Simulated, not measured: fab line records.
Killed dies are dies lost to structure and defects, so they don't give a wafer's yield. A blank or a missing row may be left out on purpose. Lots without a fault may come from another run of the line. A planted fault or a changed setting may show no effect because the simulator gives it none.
Chamber matching || flow nandHarc || 4 sister chambers for NHARC_A_M0_CMP_23 on cmp-01
The step polishes, t overpolish 20 s, target thk 113.75 nm. 4 wafers are shown with their chamber, then 6 later ones without.

## EACH WAFER AND ITS CHAMBER
{"wafer": "L900.6", "chamber": 3, "timeToEndpointS (s)": 32.2}
{"wafer": "L901.6", "chamber": 1, "timeToEndpointS (s)": 28.6}
{"wafer": "L905.2", "chamber": 0, "timeToEndpointS (s)": 25.2}
{"wafer": "L905.3", "chamber": 2, "timeToEndpointS (s)": 30.7}

## WAFERS WHOSE CHAMBER IS MISSING
{"wafer": "L905.5", "timeToEndpointS (s)": 27.8}
{"wafer": "L908.2", "timeToEndpointS (s)": 28.8}
{"wafer": "L908.3", "timeToEndpointS (s)": 33.0}
{"wafer": "L908.6", "timeToEndpointS (s)": 26.6}
{"wafer": "L914.5", "timeToEndpointS (s)": 25.3}
{"wafer": "L914.6", "timeToEndpointS (s)": 24.6}

## WHICH CHAMBER EACH ONE RAN IN
{"wafer": "L905.5", "from the rows above": 1, "in truth": 1}
{"wafer": "L908.2", "from the rows above": 1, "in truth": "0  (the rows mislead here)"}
{"wafer": "L908.3", "from the rows above": "can't be placed: 3 or 2", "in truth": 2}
{"wafer": "L908.6", "from the rows above": "can't be placed: 0 or 1", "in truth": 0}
{"wafer": "L914.5", "from the rows above": 0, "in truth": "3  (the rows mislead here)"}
{"wafer": "L914.6", "from the rows above": 0, "in truth": 0}
Correct placement for 2 of the 6. Cannot be placed on the basis of these rows: 2; the candidates contain the true chamber in 2. Number placed wrongly: 2.
How it was worked out, from the rows above alone: a wafer's distance from a chamber is the root of the sum, over the readings, of the square of ((its reading less the chamber's mean) divided by the reading's scatter). If the next closest chamber is less than 2 further off than the closest, the wafer can't be placed; otherwise it belongs to the closest. For every chamber, the mean is computed from those of its wafers that are shown. The scatter: with one shown wafer a chamber, the root of the mean of the squares of how far each hidden wafer lies from its nearest shown one.
